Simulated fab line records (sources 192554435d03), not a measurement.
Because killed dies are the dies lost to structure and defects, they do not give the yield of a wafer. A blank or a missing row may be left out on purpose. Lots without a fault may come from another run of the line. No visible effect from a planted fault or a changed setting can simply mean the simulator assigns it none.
Matching of chambers :: flow n5 finfet :: N5_BEOL_M2_ILD_DEP_00 on pecvd-04: 3 sister chambers
The step deposits SiOC from DEMS/O2, target thk 79 nm, time 15.3 s. 3 wafers are shown with their chamber, then 10 later ones without.

## EACH WAFER AND ITS CHAMBER
wafer: L086.2
chamber: 0
throttle valve pct (%): 11.9

wafer: L084.1
chamber: 1
throttle valve pct (%): 11.9

wafer: L084.2
chamber: 2
throttle valve pct (%): 10.6

## WAFERS WITHOUT THEIR CHAMBER
wafer: L084.4
throttle valve pct (%): 11.7

wafer: L087.3
throttle valve pct (%): 11.9

wafer: L087.4
throttle valve pct (%): 11.9

wafer: L087.6
throttle valve pct (%): 12.1

wafer: L093.1
throttle valve pct (%): 11.9

wafer: L093.4
throttle valve pct (%): 12.0

wafer: L093.5
throttle valve pct (%): 11.8

wafer: L097.1
throttle valve pct (%): 10.5

wafer: L097.2
throttle valve pct (%): 11.8

wafer: L097.6
throttle valve pct (%): 11.7

## CHAMBER TAKEN BY EACH
wafer: L084.4
from the rows above: can't be placed: 0 or 1
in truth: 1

wafer: L087.3
from the rows above: can't be placed: 0 or 1
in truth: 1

wafer: L087.4
from the rows above: can't be placed: 0 or 1
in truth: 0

wafer: L087.6
from the rows above: can't be placed: 0 or 1
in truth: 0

wafer: L093.1
from the rows above: can't be placed: 0 or 1
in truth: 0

wafer: L093.4
from the rows above: can't be placed: 0 or 1
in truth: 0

wafer: L093.5
from the rows above: can't be placed: 0 or 1
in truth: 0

wafer: L097.1
from the rows above: 2
in truth: 2

wafer: L097.2
from the rows above: can't be placed: 0 or 1
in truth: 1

wafer: L097.6
from the rows above: can't be placed: 0 or 1
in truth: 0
Correctly placed: 1 of 10. Unplaceable from these rows: 9, with the true chamber sitting among the candidates in 9. Wrongly placed: 0.
How it was worked out, from the rows above alone: a wafer's distance from a chamber is the root of the sum, over the readings, of the square of ((its reading less the chamber's mean) divided by the reading's scatter). If the next closest chamber is less than 2 further off than the closest, the wafer can't be placed; otherwise it belongs to the closest. A chamber's mean is the mean of its shown wafers. The scatter: with one shown wafer a chamber, the root of the mean of the squares of how far each hidden wafer lies from its nearest shown one.
